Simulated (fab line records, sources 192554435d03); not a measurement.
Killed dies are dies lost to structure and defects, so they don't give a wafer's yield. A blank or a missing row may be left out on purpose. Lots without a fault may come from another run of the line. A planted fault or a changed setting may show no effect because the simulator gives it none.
fab line records | flow n5_finfet
record lots=4 wafers=12 last_day=17
route steps=1938 shown BEOL_M4@1099 BEOL_M5@1112 BEOL_M10@1512 BEOL_M15@1830 PASSIVATION@1936
lots that met no fault: from a run of the same line without faults
start_h: hours from the record's first day to the start of the lot's first wafer shown | wait_h: hours since the lot's step before | " the same as in the row above | L1.1+2: a row that stands for several wafers | - no value, or no start given | * or withheld: withheld | < > ~ a bound
route shown NAME@n: a module of which the file shows steps, and the number in the route of the first | usual: mean/standard deviation of fault-free wafers | same: alike in all rows | chamber/n: place in a boat | sites: the reading at each site | _std_site: their standard deviation | _edge_site: outer sites' mean less inner sites' | radius_mm: how far each site lies from the wafer's centre | mask NAME#n: copy n | behind: the tool/chamber that last shaped the wafer | hold: why the lot was held/for how many hours/how that ended | device: the transistor (n, p or np) that didn't switch | end of line: the same wafers' tests at the end of the route | a step without rows: its recipe alone | killed: dies lost to structure and defects at the first sort, not the wafer's yield | map: a wafer's dies, x killed, . not, _ none there
set.NAME: the setting as run; set.NAME@STEP: as run at that earlier step | model.NAME: the simulator's own value behind a step, which no gauge read
lots at some steps of the route; a table a step, a row a wafer
services: from which hour (start_h, from the record's first day; less than 0 if before it) a tool's chamber was out of use, for how many hours, and why
## steps
# step N5_BEOL_M4_ANNEAL_95
# recipe temp_c=400 time_s=240 ambient=vacuum
# step N5_BEOL_M4_SPUTTER_96
# recipe material=Cu target_thk_a=45 temp_c=-20 chamber_pressure_pa=0.07 power_w=withheld time_s=8.29
# step N5_BEOL_M4_ECD_50
# recipe material=Cu target_thk_a=3000
# step N5_BEOL_M4_ANNEAL_51
# recipe temp_c=225 time_s=90 ambient=N2
# step N5_BEOL_M4_CMP_52
# recipe stop_on=SiOC t_overpolish_s=6.8 down_force_psi=1 platen_rpm=50 clearing_platen_down_force_psi=1.5 clearing_platen_rpm=50 post_cmp_clean=cu_alkaline target_thk_nm=40 clearing_platen_pad_velocity_m_s=0.99484 pad_velocity_m_s=0.99484
# step N5_BEOL_M4_PRE_CLEAN_60
# recipe gas=NH3/H2 time_s=15 temp_c=* rf_power_w=300
# step N5_BEOL_M4_CO_CAP_55
# recipe material=Co target_thk_a=20 temp_c=200 precursor=CCTBA/H2 pressure_torr=30 time_s=102.1
# step N5_BEOL_M4_PRE_CLEAN_56
# recipe gas=NH3 time_s=15 temp_c=withheld rf_power_w=300
# step N5_BEOL_M4_DEP_57
# recipe material=SiCN target_thk_a=80 temp_c=withheld precursor=3MS/NH3 pressure_torr=3 rf_w=202 time_s=14
# step N5_BEOL_M4_RC_MEAS_101
# usual DIBL_N=36.0/1.4 DIBL_P=36.1/1.4 IOFF_N=0.153/0.02 IOFF_P=0.211/0.026 ION_N=673/8.7 ION_P=463/6.7 SS_N=71.5/0.5 SS_P=73.3/0.54 VT_N=250.1/2.4 VT_P=-250.2/2.9
# columns lot.wafer tool chamber start_h wait_h DIBL_N[mV/V] DIBL_P[mV/V] IOFF_N[nA/um] IOFF_P[nA/um] ION_N[uA/um] ION_P[uA/um] SS_N[mV/dec] SS_P[mV/dec] VT_N[mV] VT_P[mV]
L343.1 prober-01 0 246.59 0.0 35.3 35.8 0.145 0.205 670 459 71.8 73.3 254.0 -249.4
L343.4 " 0 " " 34.0 35.5 0.135 0.206 665 465 71.2 73.1 250.9 -250.1
L343.6 " 0 " " 34.8 35.4 0.138 0.192 669 462 70.9 72.7 251.4 -250.0
L347.2 prober-02 0 270.72 1.1 35.8 34.0 0.128 0.190 667 455 71.3 72.9 252.5 -251.2
L347.3 " 0 " " 38.2 37.6 0.172 0.245 680 471 71.9 74.4 248.7 -247.1
L347.5 " 0 " " 37.3 36.1 0.160 0.228 681 471 71.7 74.0 250.8 -249.4
L350.4 prober-01 0 291.73 0.5 36.8 37.5 0.189 0.276 698 482 71.5 74.5 244.0 -241.7
L350.5 " 0 " " 36.2 36.2 0.172 0.265 692 478 71.7 74.0 245.9 -241.8
L350.6 " 0 " " 37.4 36.9 0.185 0.277 698 487 71.7 73.3 245.9 -243.3
L351.1 prober-01 0 293.91 0.0 34.4 35.1 0.134 0.174 664 455 70.5 72.5 250.0 -252.9
L351.2 " 0 " " 35.4 36.2 0.149 0.193 674 465 71.4 72.6 252.4 -252.1
L351.6 " 0 " " 35.9 36.9 0.157 0.196 667 449 71.8 73.5 251.3 -253.7
# step N5_BEOL_M5_ILD_DEP_00
# recipe material=SiCOH_lowk target_thk_a=1406.4 temp_c=300 precursor=DEMS/porogen pressure_torr=5 rf_w=500 time_s=25.9
# step N5_BEOL_M5_CURE_79
# recipe temp_c=385 time_s=240 ambient=He/Ar material=SiCOH_lowk
# step N5_BEOL_M5_PECVD_70
# recipe material=SiO2 target_thk_a=160 temp_c=400 precursor=TEOS/O2 pressure_torr=5.5 rf_w=450 teos_flow_sccm=53.8 gas=O2 flow_sccm=3000 time_s=18
# step N5_BEOL_M5_HM_DEP_02
# recipe material=TiN target_thk_a=200 temp_c=25 chamber_pressure_pa=0.49996
# step N5_BEOL_M5_COAT_59
# recipe resist=SOC temp_c=250 time_s=60 spin_rpm=1500 resist_thk_nm=60
# step N5_BEOL_M5_COAT_60
# recipe resist=SiARC temp_c=220 time_s=60 spin_rpm=1500 resist_thk_nm=12
# step N5_BEOL_M5_COAT_71
# recipe resist=underlayer temp_c=205 time_s=60 spin_rpm=1500 resist_thk_nm=5
# step N5_BEOL_M5_COAT_05
# recipe resist=CAR-EUV spin_rpm=1500 resist_thk_nm=30
# step N5_BEOL_M5_EBR_07
# recipe solvent=PGMEA ebr_width_mm=1.5
# step N5_BEOL_M5_SOFTBAKE_06
# recipe temp_c=110 time_s=60 resist=CAR-EUV
# step N5_BEOL_M5_EXPOSE_08
# recipe mask_id=M5 na=0.33 source_shape=annular sigma_inner=0.4 sigma_outer=0.8 polarization=unpolarized target_cd_nm=28 dose_mj=35.75
# step N5_BEOL_M5_PEB_09
# recipe peb_temp_c=100 peb_time_s=60 resist=CAR-EUV
# step N5_BEOL_M5_DEVELOP_10
# recipe develop_time_s=30 developer=TMAH resist=CAR-EUV rinse_liquid=surfactant_rinse dry=air_spin dev_temp_c=23
# step N5_BEOL_M5_DESCUM_16
# recipe chemistry=O2 time_s=7 source_power_w=50 bias_power_w=20 pressure_mtorr=20 rf_frequency_hz=2.712e+07 temp_c=40 resist=CAR-EUV o2_flow_sccm=225
# step N5_BEOL_M5_ETCH_72
# recipe chemistry=N2/H2 target=underlayer target_depth_a=65 mask_material=CAR-EUV time_s=5.2 ion_energy_ev=200 pressure_mtorr=30 source_w=840 bias_w=150 n2_flow_sccm=200 h2_flow_sccm=200 ends=cleared
# step N5_BEOL_M5_ETCH_61
# recipe chemistry=CF4 target=SiARC target_depth_a=156 mask_material=CAR-EUV time_s=26 ion_energy_ev=80 pressure_mtorr=40 source_w=545 bias_w=36 Ar_flow_sccm=100 cf4_flow_sccm=100 ends=cleared
# step N5_BEOL_M5_ETCH_62
# recipe chemistry=N2/H2 target=SOC target_depth_a=750 overetch_a=150 mask_material=SiARC temp_c=40 time_s=112.5 ion_energy_ev=200 pressure_mtorr=30 source_w=840 bias_w=150 n2_flow_sccm=200 h2_flow_sccm=200
# step N5_BEOL_M5_STRIP_63
# recipe chemistry=N2/H2 temp_c=40 n2_flow_sccm=200 h2_flow_sccm=200 rf_frequency_hz=6e+07
# step N5_BEOL_M5_STRIP_73
# recipe chemistry=N2/H2 temp_c=40 n2_flow_sccm=200 h2_flow_sccm=200 rf_frequency_hz=6e+07
# step N5_BEOL_M5_STRIP_64
# recipe chemistry=CF4 resist=SiARC power_w=300 bias_power_w=75 pressure_mtorr=50 cf4_flow_sccm=150 rf_frequency_hz=6e+07
# step N5_BEOL_M5_HM_OPEN_17
# recipe chemistry=Cl2/BCl3 target_depth_a=200 overetch_a=60 target=TiN mask_material=SOC ion_energy_ev=150 pressure_mtorr=10 icp_w=1000 bias_w=126 Cl2_flow_sccm=53.25 bcl3_flow_sccm=21.75 Ar_flow_sccm=25
# step N5_BEOL_M5_STRIP_19
# recipe chemistry=O2 power_w=400 temp_c=40 pressure_mtorr=30 rf_frequency_hz=6e+07 bias_power_w=0 overash_fraction=0.2 o2_flow_sccm=225
# step N5_BEOL_M5_COAT_65
# recipe resist=SOC temp_c=250 time_s=60 spin_rpm=1500 resist_thk_nm=60
# step N5_BEOL_M5_COAT_66
# recipe resist=SiARC temp_c=220 time_s=60 spin_rpm=1500 resist_thk_nm=12
# step N5_BEOL_M10_TRENCH_ETCH_37
# recipe chemistry=C4F6/O2 target_depth_a=1488.3 target=SiCOH_lowk time_s=48 ion_energy_ev=250 pressure_mtorr=30 source_w=345 bias_w=185 Ar_flow_sccm=300 C4F6_flow_sccm=10 O2_flow_sccm=10
# usual drypump_motor_current_A=5.6/0.49 oes_product_au=0.80/0.097 rf_vpp_V=663/6.1 run_length_s=71.1/0.35 showerhead_plenum_p_Torr=2.83/0.099 throttle_valve_pct=21.00/0.23 time_s=48/0
# columns lot.wafer tool chamber start_h wait_h drypump_motor_current_A oes_product_au rf_hours_counter_h rf_vpp_V run_length_s showerhead_plenum_p_Torr throttle_valve_pct time_s model.etch.depth_nm model.BEOL_M10.feature_depth_nm model.TiN_of_BEOL_M10_HM_DEP_02.thk_nm
L343.1 rie_diel-04 3 297.43 - 6.7 0.82 106 667 70.8 3.00 20.87 48 148.7 148.6 15.8
L343.4 " 1 " " 5.7 0.76 163 651 71.2 2.75 20.95 48 148.4 148.4 15.8
L343.6 " 0 " " 5.8 0.73 - 662 71.5 2.73 20.77 48 147.4 147.4 15.8
L347.2 rie_diel-05 3 327.04 - 5.6 0.68 235 667 71.0 2.70 21.40 48 144.2 144.2 15.8
L347.3 " 0 " " 4.9 0.96 9 663 71.5 2.91 20.97 48 147.1 147 16
L347.5 " 0 " " 4.9 0.96 - 664 71.7 2.91 20.96 48 147.7 147.8 16
L350.4 rie_diel-05 3 347.15 - 5.6 0.69 - 666 59.4 2.70 21.40 33.6 101.7 101.6 17.2
L350.5 " 1 " " 5.0 0.78 - 663 59.8 2.86 21.04 33.6 102.1 102 17
L350.6 " 0 " " 4.9 0.94 - 664 60.2 2.90 20.97 33.6 103.3 103.4 17
L351.1 rie_diel-05 0 349.77 - 4.9 0.94 18 663 60.4 2.90 20.97 33.6 103.8 103.8 17.2
L351.2 " 3 " " 5.6 0.68 244 669 59.7 2.70 21.42 33.6 101.5 101.6 17.2
L351.6 " 0 " " 5.0 0.94 - 663 60.4 2.90 20.97 33.6 103.4 103.4 17.2
# step N5_BEOL_M10_OCD_MEAS_38
# usual trench_depth_nm=147.8/2
# columns lot.wafer tool chamber start_h wait_h trench_depth_nm
L343.1 ocd-02 - 297.61 - 148.9
L343.4 " - " " 148.3
L343.6 " - " " 147.7
L347.2 ocd-02 - 327.22 - 144.4
L347.3 " - " " 147.5
L347.5 " - " " 147.6
L350.4 ocd-01 - 347.32 - 101.5
L350.5 " - " " 101.4
L350.6 " - " " 103.3
L351.1 ocd-02 - 349.96 - 103.5
L351.2 " - " " 101.1
L351.6 " - " " 103.2
# step N5_BEOL_M10_CMP_52
# recipe stop_on=SiCOH_lowk t_overpolish_s=7 down_force_psi=1 platen_rpm=50 clearing_platen_down_force_psi=1.5 clearing_platen_rpm=50 post_cmp_clean=cu_alkaline target_thk_nm=140 clearing_platen_pad_velocity_m_s=0.99484 pad_velocity_m_s=0.99484
# usual head_pressure_psi=1.0003/0.0022 motor_current_A=6.4/0.69
# columns lot.wafer tool chamber start_h wait_h head_pressure_psi motor_current_A model.Cu_of_BEOL_M10_ECD_50.thk_nm
L343.1 cmp-04 0 300.73 0.3 1.0019 6.7 138.6
L343.4 " 1 " " 0.9989 5.7 139.8
L343.6 " 3 " " 1.0011 7.4 139.6
L347.3 cmp-01 3 329.67 0.2 1.0036 5.7 137.6
L347.2 " 0 " " 1.0041 6.1 134.6
L347.5 " 3 " " 0.9974 6.0 136.8
L350.4 cmp-01 1 350.37 0.1 1.0028 7.1 93.6
L350.5 " 1 " " 1.0010 6.6 92.8
L350.6 " 2 " " 1.0005 5.5 95.4
L351.2 cmp-02 3 351.92 0.2 1.0007 5.5 93.2
L351.1 " 2 " " 0.9990 6.6 96.2
L351.6 " 3 " " 0.9985 5.4 95.4
# step N5_BEOL_M10_THK_MEAS_53
# recipe thk_meas_gauge=xrf reads=Cu_of_BEOL_M10_ECD_50
# usual M10_THK=138.7/2.4
# columns lot.wafer tool chamber start_h wait_h M10_THK[nm]
L343.1 film_metro-01 - 300.99 - 139.2
L343.4 " - " " 140.6
L343.6 " - " " 140.3
L347.2 film_metro-02 - 329.93 - 133.9
L347.3 " - " " 137.2
L347.5 " - " " 136.6
L350.4 film_metro-02 - 350.66 - 93.7
L350.5 " - " " 92.8
L350.6 " - " " 95.3
L351.1 film_metro-01 - 352.21 - 95.0
L351.2 " - " " 91.6
L351.6 " - " " 94.1
# step N5_BEOL_M10_RS_MEAS_57
# recipe thk_meas_gauge=four-point-probe reads=Cu_of_BEOL_M10_ECD_50+Co_of_BEOL_M10_CVD_75+TaN_of_BEOL_M10_ALD_74
# usual M10_RS=0.1521/0.0027
# columns lot.wafer tool chamber start_h wait_h M10_RS[ohm/sq]
L343.1 film_metro-02 - 301.13 0.1 0.1526
L343.4 " - " " 0.1512
L343.6 " - " " 0.1513
L347.2 film_metro-01 - 330.06 0.1 0.1571
L347.3 " - " " 0.1531
L347.5 " - " " 0.1545
L350.4 film_metro-02 - 350.80 0.0 0.2379
L350.5 " - " " 0.2395
L350.6 " - " " 0.2332
L351.1 film_metro-02 - 352.35 0.1 0.2301
L351.2 " - " " 0.2381
L351.6 " - " " 0.2326
# step N5_BEOL_M15_RC_MEAS_101
# usual COMB_M11=1.6e-11/3.1e-12 COMB_M12=7.4e-12/1.2e-12 COMB_M13=6.1e-12/1e-12 COMB_M14=4.7e-12/7.9e-13 COMB_M15=3.6e-12/6.1e-13 COMB_M15_max_site=4.8e-12/8.2e-13 COMB_M5=3.8e-11/7.1e-12 COMB_M6=2.7e-11/5.5e-12 COMB_M7=2.7e-11/4.9e-12 COMB_M8=2.5e-11/5.5e-12 COMB_M9=1.56e-11/2.9e-12 SERP_M10=3.11/0.064 SERP_M10_max_site=3.20/0.072 SERP_M11=3.04/0.067 SERP_M12=0.634/0.016 SERP_M13=0.307/0.0062 SERP_M13_max_site=0.311/0.0061 SERP_M14=0.161/0.003 SERP_M5=38.3/1.3 SERP_M6=13.8/0.46 SERP_M6_max_site=14.4/0.5 SERP_M7=13.8/0.36 SERP_M8=14.0/0.49 SERP_M8_max_site=14.5/0.56 SERP_M9=3.05/0.066
# columns lot.wafer tool chamber start_h wait_h COMB_M11[S/m] COMB_M12[S/m] COMB_M13[S/m] COMB_M14[S/m] COMB_M15[S/m] COMB_M15_max_site[S/m] COMB_M5[S/m] COMB_M6[S/m] COMB_M7[S/m] COMB_M8[S/m] COMB_M9[S/m] SERP_M10[ohm/um] SERP_M10_max_site[ohm/um] SERP_M11[ohm/um] SERP_M12[ohm/um] SERP_M13[ohm/um] SERP_M13_max_site[ohm/um] SERP_M14[ohm/um] SERP_M5[ohm/um] SERP_M6[ohm/um] SERP_M6_max_site[ohm/um] SERP_M7[ohm/um] SERP_M8[ohm/um] SERP_M8_max_site[ohm/um] SERP_M9[ohm/um]
L343.1 prober-01 0 341.20 0.0 1.1e-11 7e-12 7.1e-12 5.6e-12 2.6e-12 3.6e-12 5.7e-11 1.9e-11 2e-11 2.3e-11 1.62e-11 3.09 3.19 3.04 0.633 0.303 0.306 0.161 37.1 13.7 14.1 14.2 14.2 14.6 3.14
L343.4 " 0 " " 1.7e-11 6.1e-12 6.9e-12 4.9e-12 3.4e-12 4.4e-12 4.3e-11 3.3e-11 3e-11 1.6e-11 1.41e-11 3.13 3.19 2.95 0.633 0.318 0.321 0.158 38.0 13.7 14.2 14.2 14.1 14.3 3.09
L343.6 " 0 " " 1.6e-11 7.1e-12 4.5e-12 2.9e-12 3.4e-12 5.5e-12 4.2e-11 1.6e-11 2.8e-11 1.7e-11 1.42e-11 3.10 3.17 3.04 0.638 0.312 0.315 0.161 37.9 13.9 14.1 13.1 14.1 14.3 3.01
L347.2 prober-02 0 362.80 0.2 1.8e-11 7.9e-12 5.9e-12 5.4e-12 4.4e-12 5.3e-12 4.3e-11 2.2e-11 2.5e-11 2.2e-11 1.63e-11 3.26 3.34 3.08 0.628 0.307 0.312 0.158 38.8 13.9 14.4 13.5 14.6 15.1 3.11
L347.3 " 0 " " 1.9e-11 9.2e-12 5.5e-12 4.7e-12 3.4e-12 4.8e-12 3.5e-11 2.7e-11 2.3e-11 2.9e-11 1.45e-11 3.12 3.29 3.08 0.634 0.304 0.307 0.164 38.5 13.8 14.3 13.9 14.7 14.9 3.25
L347.5 " 0 " " 1.7e-11 7.1e-12 5.4e-12 3.6e-12 2.9e-12 3.9e-12 3.2e-11 2.7e-11 3.9e-11 1.6e-11 2.03e-11 3.16 3.36 3.01 0.628 0.304 0.309 0.164 38.3 14.1 14.7 14.0 14.3 15.5 3.06
L350.4 prober-02 0 389.60 0.5 1.1e-11 8.9e-12 5.4e-12 4.7e-12 3.8e-12 4.2e-12 4.4e-11 2.2e-11 3.3e-11 1.9e-11 1.91e-11 4.75 4.83 3.03 0.625 0.308 0.312 0.157 37.3 13.8 14.2 14.1 14.0 14.8 3.14
L350.5 " 0 " " 1.1e-11 6.6e-12 5.1e-12 4.9e-12 4.6e-12 5.8e-12 2.9e-11 2.4e-11 2.8e-11 3e-11 1.3e-11 4.73 4.97 3.13 0.621 0.297 0.304 0.157 37.9 13.2 13.9 13.9 14.4 15.7 3.09
L350.6 " 0 " " 1.6e-11 7.6e-12 4.7e-12 4.5e-12 4e-12 5.1e-12 3.7e-11 4.3e-11 2.2e-11 2.4e-11 2.25e-11 4.67 4.95 3.18 0.645 0.300 0.304 0.157 36.6 13.4 13.8 13.5 14.8 15.6 2.94
L351.1 prober-02 0 393.56 0.0 1.7e-11 8.6e-12 7.1e-12 5.2e-12 3.2e-12 3.9e-12 4.8e-11 2.3e-11 2.3e-11 1.9e-11 2.07e-11 4.65 4.86 3.01 0.629 0.301 0.305 0.159 37.7 13.9 14.2 13.6 14.1 15.0 3.12
L351.2 " 0 " " 1.8e-11 7.2e-12 7.5e-12 4.5e-12 3.2e-12 3.4e-12 4.7e-11 2.5e-11 2.4e-11 2.2e-11 1.51e-11 4.91 5.03 2.96 0.647 0.299 0.302 0.162 40.0 13.9 14.8 14.0 14.7 15.4 3.11
L351.6 " 0 " " 1.3e-11 8.4e-12 6.1e-12 4.2e-12 3.3e-12 4.3e-12 4e-11 2.7e-11 2.6e-11 2.3e-11 1.62e-11 4.75 4.91 2.98 0.633 0.301 0.304 0.162 39.3 14.0 14.5 13.9 13.5 13.8 3.05
# sites SERP_M10 radius_mm=0,75,75,75,75,140,140,140,140
L343.1 2.96 3.09 3.07 3.03 3.03 3.17 3.19 3.14 3.19
L347.2 3.27 3.26 3.34 3.29 3.33 3.04 3.18 3.01 3.14
L350.4 4.82 4.75 4.74 4.75 4.83 4.56 4.75 4.62 4.67
L351.1 4.57 4.65 4.54 4.64 4.62 4.86 4.76 4.73 4.86
# step N5_PASSIVATION_PROBE_49
# usual defect_limited_yield=91.2/1.4 killed_at_M0_to_M3=34/9.7 killed_at_M4_up=14/5.2 killed_at_contacts=13/6.7 killed_at_front_end=39/11 killed_at_other=3.6/2.6 killed_dies=104/17 killed_open=69/12 killed_short=34/8.2 sort_bin_5_function=5.3/0.89 sort_bin_6_memory=3.2/0.69 sort_bin_8_speed=0/0 sort_n_pass=1076/17
# same gross_dies=1180 killed_at_back_side=0 sort_bin_4_leakage[%]=0
# columns lot.wafer tool chamber start_h wait_h defect_limited_yield[%] killed_at_M0_to_M3 killed_at_M4_up killed_at_contacts killed_at_front_end killed_at_other killed_dies killed_open killed_short sort_bin_5_function[%] sort_bin_6_memory[%] sort_bin_8_speed[%] sort_n_pass
L343.1 prober-01 - 353.63 0.0 91.1 41 6 10 46 2 105 65 39 6.2 2.3 0 1075
L343.4 prober-01 - 353.78 0.2 91.2 35 15 6 45 3 104 71 32 5.2 3.5 0 1076
L343.6 prober-01 - 353.88 0.3 89.7 59 12 11 38 2 122 77 43 6.3 3.5 0 1058
L347.2 prober-02 - 379.64 0.1 95.2 12 9 9 26 1 57 34 22 3.1 1.4 0 1123
L347.3 prober-02 - 379.69 0.1 91.4 35 7 10 49 1 102 71 30 5.1 3.3 0 1078
L347.5 prober-02 - 379.79 0.2 91.4 24 17 17 38 5 101 66 35 5.1 2.9 0 1079
L350.4 prober-02 - 402.28 0.2 92.3 23 15 14 34 5 91 66 19 4.2 3.0 0.34 1089
L350.5 prober-02 - 402.33 0.2 89.6 43 22 5 47 6 123 84 34 5.0 4.6 0.42 1057
L350.6 prober-02 - 402.38 0.3 88.4 41 19 15 59 3 137 87 42 6.5 4.2 0.42 1043
L351.1 prober-02 - 409.02 0.0 89.3 49 21 8 44 4 126 72 50 5.5 4.3 0.34 1054
L351.2 prober-02 - 409.07 0.1 89.7 35 21 29 30 6 121 62 46 5.0 3.6 0.93 1059
L351.6 prober-02 - 409.27 0.3 89.6 44 13 11 43 12 123 67 52 6.0 3.4 0.25 1057
# killed by level:class
L343.1 FIN_SAQP:geometric_particle:open=16 BEOL_M3:geometric_particle:open=10 FIN_SAQP:geometric_particle:short=9 BEOL_M2:geometric_particle:short=9 MOL_CONTACT_COAG:geometric_particle:open=8 BEOL_M1:geometric_particle:open=6 STI_FIN_REVEAL:geometric_particle:open=4 GATE_CUT:geometric_particle:short=4
L343.4 FIN_SAQP:geometric_particle:open=14 BEOL_M1:geometric_particle:open=13 FIN_SAQP:geometric_particle:short=10 BEOL_M0_SAQP:geometric_particle:open=10 MOL_CONTACT_COAG:geometric_particle:open=5 BEOL_M5:geometric_particle:open=5 BEOL_M4:geometric_particle:open=4 SPACER0:geometric_particle:open=3
L343.6 BEOL_M0_SAQP:geometric_particle:open=18 FIN_SAQP:geometric_particle:short=16 BEOL_M1:geometric_particle:open=13 FIN_SAQP:geometric_particle:open=10 MOL_CONTACT_COAG:geometric_particle:open=9 BEOL_M0_SAQP:geometric_particle:short=8 BEOL_M3:geometric_particle:open=7 BEOL_M4:geometric_particle:open=6
L347.2 FIN_SAQP:geometric_particle:open=6 MOL_CONTACT_COAG:geometric_particle:open=6 FIN_SAQP:geometric_particle:short=5 BEOL_M1:geometric_particle:open=4 STARTING-WAFER:geometric_particle:open=3 MOL_CONTACT_COAG:geometric_particle:short=3 BEOL_M4:geometric_particle:open=3 BEOL_M5:geometric_particle:open=3
L347.3 FIN_SAQP:geometric_particle:open=12 BEOL_M3:geometric_particle:open=10 MOL_CONTACT_COAG:geometric_particle:open=9 FIN_SAQP:geometric_particle:short=8 BEOL_M2:geometric_particle:open=7 BEOL_M0_SAQP:geometric_particle:short=6 DUMMY_GATE:geometric_particle:open=5 BEOL_M0_SAQP:geometric_particle:open=5
L347.5 FIN_SAQP:geometric_particle:open=14 MOL_CONTACT_COAG:geometric_particle:open=12 BEOL_M2:geometric_particle:open=7 BEOL_M3:geometric_particle:open=6 GATE_CUT:geometric_particle:short=6 MOL_CONTACT_COAG:geometric_particle:short=5 BEOL_M0_SAQP:geometric_particle:short=5 FIN_SAQP:geometric_particle:short=4
L350.4 MOL_CONTACT_COAG:geometric_particle:open=11 BEOL_M1:geometric_particle:open=8 BEOL_M3:geometric_particle:open=7 FIN_SAQP:geometric_particle:open=6 DUMMY_GATE:geometric_particle:open=6 GATE_CUT:geometric_particle:short=6 BEOL_M5:geometric_particle:open=5 BEOL_M10:area_ecd=4
L350.5 FIN_SAQP:geometric_particle:open=11 BEOL_M2:geometric_particle:open=11 BEOL_M1:geometric_particle:open=8 STI_FIN_REVEAL:geometric_particle:open=7 BEOL_M0:geometric_particle:open=6 BEOL_M4:geometric_particle:open=6 FIN_CUT:geometric_particle:short=5 STARTING-WAFER:geometric_particle:open=5
L350.6 FIN_SAQP:geometric_particle:open=18 FIN_SAQP:geometric_particle:short=14 MOL_CONTACT_COAG:geometric_particle:open=11 BEOL_M2:geometric_particle:open=9 BEOL_M1:geometric_particle:open=8 STI_FIN_REVEAL:geometric_particle:open=6 DUMMY_GATE:geometric_particle:open=6 BEOL_M0:geometric_particle:open=6
L351.1 FIN_SAQP:geometric_particle:short=12 DUMMY_GATE:geometric_particle:open=10 BEOL_M0_SAQP:geometric_particle:open=10 BEOL_M3:geometric_particle:open=8 BEOL_M0_SAQP:geometric_particle:short=8 MOL_CONTACT_COAG:geometric_particle:open=7 FIN_SAQP:geometric_particle:open=6 BEOL_M0:geometric_particle:short=6
L351.2 MOL_CONTACT_COAG:geometric_particle:open=21 BEOL_M0_SAQP:geometric_particle:short=13 BEOL_M10:area_ecd=11 FIN_SAQP:geometric_particle:short=9 BEOL_M0_SAQP:geometric_particle:open=9 MOL_CONTACT_COAG:geometric_particle:short=8 FIN_SAQP:geometric_particle:open=6 GATE_CUT:geometric_particle:short=3
L351.6 BEOL_M0_SAQP:geometric_particle:short=16 BEOL_M0_SAQP:geometric_particle:open=13 FIN_SAQP:geometric_particle:open=10 FIN_SAQP:geometric_particle:short=10 DUMMY_GATE:geometric_particle:open=10 MOL_CONTACT_COAG:geometric_particle:short=6 PAD_METAL:geometric_particle:open=6 MOL_CONTACT_COAG:geometric_particle:open=5
# map L350.6 (x killed, . not)
_________________....xx......________________
______________..x..x............_____________
___________.x..........x...........__________
__________x..x.....x.x..x..x........_________
________x....x..xx........x..........._______
_______.....x........x.....x.......x...______
______....................x...........x._____
_____........x...........x.......x.......____
____...............x........x.............___
___.......x...x......x.x......x...........x__
___...x...x..............x.................__
__x...............xx.x....x.............x..._
__........x.x...................x.x........._
_...............x........................x...
_......x...x.................................
_...x.x.......xx...................x.........
_.........xx...........x..........x..........
_.................x....x.............x.x.....
_.......x............x................x.x.x..
_.xx................x.......x........x.......
_.x...x............x.x...x....x..x..........x
__...xx.x.....xx.......................xx..._
__..x...........x....x.x....x.x.......x....._
___.............x....x.x.......xx.........x__
___....................x...............x...__
____x...x..x......x..xx..............x....___
_____xxx..........x.xx..........xx......x____
______.......x...x......x...........x..._____
_______........x..................x..x.______
________.x........x......x.......x...._______
__________...x.........x...x........_________
___________..........x........x...x__________
______________.................._____________
_________________............________________
# map L351.1 (x killed, . not)
_________________........x...________________
______________..x..............._____________
___________................x.....x.__________
__________.......x.xx........x......_________
________.....................x..x....._______
_______..........x........x............______
______.....x...........x.......x.xx....._____
_____....x.......x...........x..x........____
____.......x......x.......................___
___..x..xx..........x...xxx...x............__
___....xx..........x.x........x.........x..__
__x.........x...........x........x...x......_
__..x...x...........x...x...x...x.x........._
_......................x.......xx.x..........
_...xxx..............x.......................
_.................x............x..x..........
_...x...x................x...................
_........x.......x.........x..xx.........x..x
_.............x...x..................x..x....
_...x.x...xx...x..x.....x................x..x
_.......................x....................
__xx.......xx......x........xx..x..........._
__........x.....x.........x............x...x_
___.....x...x......x................x.....x__
___.........x..................x.x.........__
____x.....................................___
_____......................x..........xx.____
______...........x...........xx........._____
_______...............................x______
________x...............x.xx.........._______
__________..........x..x.x.........._________
___________.....x......xx...x...x..__________
______________.................._____________
_________________.........x..________________
## services
# columns tool chamber start_h hours kind
cmp-01 - 276.20 0.5 repair
rie_diel-05 0 277.14 - clean
rie_diel-05 0 277.14 - consumable_replace:esc
rie_diel-05 0 277.14 - consumable_replace:focus_ring
rie_diel-05 0 277.14 20.1 scheduled_down
rie_diel-05 0 277.14 20.1 vent_cycle
cmp-01 - 319.66 0.3 repair
rie_diel-05 2 328.23 - clean
rie_diel-05 2 328.23 - consumable_replace:focus_ring
rie_diel-05 2 328.23 30.7 scheduled_down
rie_diel-05 2 328.23 30.7 vent_cycle
cmp-01 - 341.28 0.9 repair
cmp-04 - 343.66 0.2 repair
## key
first_sign step=N5_BEOL_M10_TRENCH_ETCH_37 reading=time_s direction=down sigmas=99+ usual=* struck=*
effect step=N5_BEOL_M10_TRENCH_ETCH_37 reading=run_length_s direction=down sigmas=31 usual=* struck=*
effect step=N5_BEOL_M10_OCD_MEAS_38 reading=trench_depth_nm direction=down sigmas=23 usual=147.8 struck=102.3
effect step=N5_BEOL_M10_THK_MEAS_53 reading=M10_THK direction=down sigmas=19 usual=138.7 struck=93.8
effect step=N5_BEOL_M10_RS_MEAS_57 reading=M10_RS direction=up sigmas=31 usual=0.1521 struck=0.2352
effect step=N5_BEOL_M15_RC_MEAS_101 reading=SERP_M10 direction=up sigmas=25 usual=3.11 struck=4.74
effect step=N5_PASSIVATION_PROBE_49 reading=sort_bin_8_speed direction=up sigmas=5.3 usual=0 struck=0.45
model_effect step=N5_BEOL_M10_TRENCH_ETCH_37 value=etch.depth_nm without=146.6 struck=102.6
model_effect step=N5_BEOL_M10_CMP_52 value=Cu_of_BEOL_M10_ECD_50.thk_nm without=138.4 struck=94.43
met_at N5_BEOL_M10_TRENCH_ETCH_37
struck_wafers L350.4,L350.5,L350.6,L351.1,L351.2,L351.6
onset_between 327.04 347.15
fault kind=recipe_version_skew tool=rie_diel-01,rie_diel-04,rie_diel-05 chamber=- onset_h=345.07 steps=N5_BEOL_M10_TRENCH_ETCH_37 wrong_recipe.time_s=*
